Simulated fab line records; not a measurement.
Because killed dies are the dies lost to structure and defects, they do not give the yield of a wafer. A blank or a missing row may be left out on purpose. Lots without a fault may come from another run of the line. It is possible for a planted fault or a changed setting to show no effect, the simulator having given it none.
Which tool is to blame? || flow nand-harc || Sampling: 6 lots, 18 wafers, 3 of 1159 route steps

## WHAT THE GAUGES READ, wafer by wafer
NHARC_A_SIN_REMOVE_INSPECT_04.
{"lot": "L931", "measured": "day 14 18:37", "on": "defect-inspect-01", "raw-defect-count": "357 264 214"}
{"lot": "L933", "measured": "day 15 08:53", "on": "defect-inspect-01", "raw-defect-count": "203 204 268"}
{"lot": "L935", "measured": "day 16 13:04", "on": "defect-inspect-01", "raw-defect-count": "266 248 407"}
{"lot": "L941", "measured": "day 17 22:31", "on": "defect-inspect-02", "raw-defect-count": "627 632 618"}
{"lot": "L947", "measured": "day 18 22:43", "on": "defect-inspect-01", "raw-defect-count": "784 618 727"}
{"lot": "L952", "measured": "day 19 23:14", "on": "defect-inspect-02", "raw-defect-count": "348 261 271"}

## WHAT TOOL EACH LOT RAN ON (gives the tool, then ch and the chambers of the sampled wafers, and finally the start)
{"lot": "L931", "NHARC_A_SLIT_DESCUM_14": "rie-diel-05 ch 1,2,3, day 14 05:17", "NHARC_A_SIN_REMOVE_PRECLEAN_01": "wet-bench-01 ch 0,3,5, day 14 18:26"}
{"lot": "L933", "NHARC_A_SLIT_DESCUM_14": "rie-diel-11 ch 0,1, day 14 20:38", "NHARC_A_SIN_REMOVE_PRECLEAN_01": "wet-bench-02 ch 0,2,4, day 15 08:42"}
{"lot": "L935", "NHARC_A_SLIT_DESCUM_14": "rie-diel-11 ch 0,1,2, day 15 19:49", "NHARC_A_SIN_REMOVE_PRECLEAN_01": "wet-bench-09 ch 1,2,3, day 16 12:53"}
{"lot": "L941", "NHARC_A_SLIT_DESCUM_14": "rie-diel-11 ch 1,2, day 17 11:05", "NHARC_A_SIN_REMOVE_PRECLEAN_01": "wet-bench-02 ch 0,2,3, day 17 22:20"}
{"lot": "L947", "NHARC_A_SLIT_DESCUM_14": "rie-diel-11 ch 1,3, day 18 13:39", "NHARC_A_SIN_REMOVE_PRECLEAN_01": "wet-bench-02 ch 3,4,5, day 18 22:32"}
{"lot": "L952", "NHARC_A_SLIT_DESCUM_14": "rie-diel-11 ch 2,3, day 19 12:12", "NHARC_A_SIN_REMOVE_PRECLEAN_01": "wet-bench-09 ch 0,1,2, day 19 23:03"}
- NHARC_A_SLIT_DESCUM_14: chemistry O2, time 3 s.
- NHARC_A_SIN_REMOVE_PRECLEAN_01: cleans in SC1.

## THE ANSWER, worked out from the rows above alone
Rule: what is usual is taken from the lots themselves. The widest of any qualifying gaps counts: lots, ordered by their means at a reading, are off when they make up no more than a third of the lots, leave a main group of 4 or more, and stand apart from it by 3 or more times the standard deviation of that group's means. A main group is skipped when, at the precision printed for the reading in the tables above, its means are all equal. Also off: a lot with no number at a reading for which 4 or more lots have one. The other lots that the step has rows for count as sound.
Off at NHARC_A_SIN_REMOVE_INSPECT_04 (raw-defect-count): L941, L947. Mean 276 and standard deviation 31 in the main group.
A tool fits if, at a process step before that reading, it ran every lot that is off, and no sound lot after the first of them. Gauges at NHARC_A_SIN_REMOVE_INSPECT_04: tried the same way as those tools. One fits: NHARC_A_SIN_REMOVE_PRECLEAN_01 on wet-bench-02. Its last sound lot is L933 (day 15 08:42), its first lot that is off L941 (day 17 22:20): a fault that began between those two fits.

## WHAT THE SIMULATOR HAD PUT IN
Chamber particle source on wet-bench-02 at NHARC_A_SIN_REMOVE_PRECLEAN_01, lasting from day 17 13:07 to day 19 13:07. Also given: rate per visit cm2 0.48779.
Struck lots among those shown: L941, L947. Same finding as the rule above.
